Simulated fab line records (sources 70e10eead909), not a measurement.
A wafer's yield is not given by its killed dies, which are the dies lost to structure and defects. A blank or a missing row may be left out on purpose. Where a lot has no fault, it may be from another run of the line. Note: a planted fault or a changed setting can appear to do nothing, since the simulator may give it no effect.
Chamber matching | flow nandHarc | 4 sister chambers for NHARC_P_GATE_STRIP_101 on rieDiel-10
The step strips in O2, time 20 s. 4 wafers are shown with their chamber, then 9 later ones without.

== WAFERS PAIRED WITH THEIR CHAMBERS ==
wafer  | chamber | showerheadPlenumPTorr (Torr)
L083.6 | 3       | 3.62
L087.1 | 1       | 3.43
L087.2 | 0       | 3.74
L087.6 | 2       | 3.59

== WAFERS WITHOUT THEIR CHAMBER ==
wafer  | showerheadPlenumPTorr (Torr)
L089.1 | 3.43
L089.2 | 3.62
L089.6 | 3.59
L090.1 | 3.62
L090.4 | 3.42
L090.6 | 3.43
L096.2 | 3.73
L096.4 | 3.62
L096.6 | 3.58

== THE CHAMBER EACH PASSED THROUGH ==
wafer  | from the rows above | in truth
L089.1 | 1                   | 1
L089.2 | 3                   | 3
L089.6 | 2                   | 2
L090.1 | 3                   | 3
L090.4 | 1                   | 1
L090.6 | 1                   | 1
L096.2 | 0                   | 0
L096.4 | 3                   | 3
L096.6 | 2                   | 2
9 of 9 placed correctly. Number that these rows cannot place: 0. Number placed wrongly: 0.
How it was worked out, from the rows above alone: a wafer's distance from a chamber is the root of the sum, over the readings, of the square of ((its reading less the chamber's mean) divided by the reading's scatter). The wafer belongs to the nearest chamber; if the next one is less than 2 further off, it can't be placed. The mean given for a chamber averages the wafers shown for that chamber. The scatter: with one shown wafer a chamber, the root of the mean of the squares of how far each hidden wafer lies from its nearest shown one.
